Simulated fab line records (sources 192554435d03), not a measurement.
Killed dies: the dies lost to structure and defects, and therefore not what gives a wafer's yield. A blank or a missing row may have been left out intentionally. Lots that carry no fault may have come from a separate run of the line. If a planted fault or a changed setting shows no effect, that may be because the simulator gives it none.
Which of the tools did it? :: flow n5-finfet :: route of 1938 steps, sampled at 1 step: 11 lots, 33 wafers

== WHAT THE GAUGES SHOWED, per wafer ==
N5_BEOL_M5_OCD_MEAS_38. Usual: trench-depth-nm 71.8 nm, standard deviation 0.94.
lot: L487
measured: day 10 00:47
on: ocd-01
trench-depth-nm (nm): 72.9 72.0 71.5
flag: 

lot: L496
measured: day 14 13:50
on: ocd-01
trench-depth-nm (nm): 72.3 72.6 72.2
flag: 

lot: L497
measured: day 14 18:47
on: ocd-01
trench-depth-nm (nm): 71.9 71.2 72.8
flag: 

lot: L502
measured: day 15 19:13
on: ocd-01
trench-depth-nm (nm): 72.5 73.5 72.2
flag: 

lot: L500
measured: day 16 00:56
on: ocd-02
trench-depth-nm (nm): 70.8 71.6 69.9
flag: 

lot: L509
measured: day 16 12:26
on: ocd-01
trench-depth-nm (nm): 72.1 70.9 72.6
flag: 

lot: L503
measured: day 16 21:35
on: ocd-01
trench-depth-nm (nm): 71.8 72.0 69.7
flag: 

lot: L505
measured: day 17 14:24
on: ocd-02
trench-depth-nm (nm): 71.8 71.5 73.3
flag: 

lot: L501
measured: day 17 15:10
on: ocd-01
trench-depth-nm (nm): 71.3 70.9 70.8
flag: 

lot: L494
measured: day 18 00:40
on: ocd-01
trench-depth-nm (nm): 72.9 71.7 71.4
flag: 

lot: L508
measured: day 18 00:56
on: ocd-02
trench-depth-nm (nm): 72.6 71.9 72.9
flag: 

== WHAT TOOL EACH LOT RAN ON (gives the tool, then ch and the chambers of the sampled wafers, and finally the start) ==
Record: no process step prior to these readings.

== AS READ BY THE TOOLS THEMSELVES (means over the sampled wafers that have a number; for cases with no such wafer, the mark the record gives instead) ==
The record holds no such reading with a usual standard deviation.

== THE ANSWER, worked out from the rows above alone ==
Rule: lot off if the mean of its wafers having a number is beyond 3 standard deviations from the usual mean. Also off: a lot with no number at a reading for which 4 or more lots have one. The other lots that the step has rows for count as sound. First the gauges in route order, then the tools' own readings, where a lot's mean is used as printed above. The first step at which some lot is off is used, and at that step the reading that is off furthest; a lot without a number counts as furthest.
No lot is off at any reading shown: from this, nothing can be told.

== WHAT THE SIMULATOR HAD PUT IN ==
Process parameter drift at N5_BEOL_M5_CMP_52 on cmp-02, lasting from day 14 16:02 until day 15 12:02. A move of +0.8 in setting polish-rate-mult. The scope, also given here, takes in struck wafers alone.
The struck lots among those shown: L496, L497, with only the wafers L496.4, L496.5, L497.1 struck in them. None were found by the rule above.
